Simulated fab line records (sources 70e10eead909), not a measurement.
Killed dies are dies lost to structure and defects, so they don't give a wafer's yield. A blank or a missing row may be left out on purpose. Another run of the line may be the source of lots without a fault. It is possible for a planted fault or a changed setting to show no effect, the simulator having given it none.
Matching of chambers :: flow nand_harc :: pecvd-02 running NHARC_A_M1_DEP_33: 3 sister chambers
The step deposits SiCN, target thk 30 nm. 16 wafers are shown with their chamber, then 8 later ones without.

== WAFERS WITH THEIR CHAMBER ==
wafer: L074.1
chamber: 0
showerhead_vpp_V (V): 1343
heater_power_w (W): 503
chamber_pressure_Torr (Torr): 2.989

wafer: L074.2
chamber: 1
showerhead_vpp_V (V): 1278
heater_power_w (W): 646
chamber_pressure_Torr (Torr): 3.013

wafer: L074.5
chamber: 2
showerhead_vpp_V (V): 1335
heater_power_w (W): 618
chamber_pressure_Torr (Torr): 3.009

wafer: L077.2
chamber: 1
showerhead_vpp_V (V): 1260
heater_power_w (W): 633
chamber_pressure_Torr (Torr): 3.012

wafer: L077.3
chamber: 0
showerhead_vpp_V (V): 1343
heater_power_w (W): 520
chamber_pressure_Torr (Torr): 2.989

wafer: L077.6
chamber: 1
showerhead_vpp_V (V): 1276
heater_power_w (W): 650
chamber_pressure_Torr (Torr): 2.998

wafer: L081.1
chamber: 2
showerhead_vpp_V (V): 1324
heater_power_w (W): 559
chamber_pressure_Torr (Torr): 2.995

wafer: L081.3
chamber: 1
showerhead_vpp_V (V): 1272
heater_power_w (W): 576
chamber_pressure_Torr (Torr): 3.006

wafer: L081.4
chamber: 0
showerhead_vpp_V (V): 1357
heater_power_w (W): 518
chamber_pressure_Torr (Torr): 3.005

wafer: L086.1
chamber: 2
showerhead_vpp_V (V): 1329
heater_power_w (W): 571
chamber_pressure_Torr (Torr): 2.996

wafer: L086.4
chamber: 2
showerhead_vpp_V (V): 1349
heater_power_w (W): 573
chamber_pressure_Torr (Torr): 2.997

wafer: L086.5
chamber: 0
showerhead_vpp_V (V): 1324
heater_power_w (W): 542
chamber_pressure_Torr (Torr): 3.013

wafer: L091.1
chamber: 0
showerhead_vpp_V (V): 1329
heater_power_w (W): 508
chamber_pressure_Torr (Torr): 3.003

wafer: L091.5
chamber: 0
showerhead_vpp_V (V): 1359
heater_power_w (W): 522
chamber_pressure_Torr (Torr): 2.998

wafer: L091.6
chamber: 2
showerhead_vpp_V (V): 1322
heater_power_w (W): 593
chamber_pressure_Torr (Torr): 2.998

wafer: L089.3
chamber: 2
showerhead_vpp_V (V): 1342
heater_power_w (W): 541
chamber_pressure_Torr (Torr): 3.010

SIGNATURES, as means of the wafers listed above
reading: showerhead_vpp_V
chamber 0: 1342.50
chamber 1: 1271.50
chamber 2: 1333.50
scatter within a chamber: 11.6

reading: heater_power_w
chamber 0: 518.83
chamber 1: 626.25
chamber 2: 575.83
scatter within a chamber: 24.9

reading: chamber_pressure_Torr
chamber 0: 2.99950
chamber 1: 3.00725
chamber 2: 3.00083
scatter within a chamber: 0.00795
Rule: a wafer's distance from a chamber is the root of the sum, over the readings, of the square of ((its reading less the chamber's mean) divided by the reading's scatter). The wafer belongs to the nearest chamber; if the next one is less than 2 further off, it can't be placed. The scatter is the square root of a quotient: the sum, over the shown wafers, of each reading's squared deviation from its chamber's mean, divided by wafers minus chambers.

== WAFERS WITHOUT THEIR CHAMBER ==
wafer: L089.5
showerhead_vpp_V (V): 1317
heater_power_w (W): 534
chamber_pressure_Torr (Torr): 2.998

wafer: L089.6
showerhead_vpp_V (V): 1338
heater_power_w (W): 511
chamber_pressure_Torr (Torr): 2.994

wafer: L092.1
showerhead_vpp_V (V): 1340
heater_power_w (W): 548
chamber_pressure_Torr (Torr): 2.996

wafer: L092.2
showerhead_vpp_V (V): 1311
heater_power_w (W): 513
chamber_pressure_Torr (Torr): 2.994

wafer: L092.5
showerhead_vpp_V (V): 1291
heater_power_w (W): 602
chamber_pressure_Torr (Torr): 3.001

wafer: L094.1
showerhead_vpp_V (V): 1278
heater_power_w (W): 540
chamber_pressure_Torr (Torr): 3.013

wafer: L094.3
showerhead_vpp_V (V): 1345
heater_power_w (W): 535
chamber_pressure_Torr (Torr): 3.003

wafer: L094.4
showerhead_vpp_V (V): 1296
heater_power_w (W): 535
chamber_pressure_Torr (Torr): 3.006

== WHICH CHAMBER EACH ONE RAN IN ==
wafer: L089.5
from the rows above: can't be placed: 2 or 0
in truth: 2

wafer: L089.6
from the rows above: can't be placed: 0 or 2
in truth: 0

wafer: L092.1
from the rows above: can't be placed: 0 or 2
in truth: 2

wafer: L092.2
from the rows above: can't be placed: 0 or 2
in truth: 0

wafer: L092.5
from the rows above: can't be placed: 1 or 2
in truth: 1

wafer: L094.1
from the rows above: can't be placed: 1 or 2
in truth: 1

wafer: L094.3
from the rows above: can't be placed: 0 or 2
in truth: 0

wafer: L094.4
from the rows above: can't be placed: 2 or 0 or 1
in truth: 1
0 of 8 placed correctly. Can't be placed from these rows: 8 (the true chamber is among the candidates in 8). Number placed wrongly: 0.
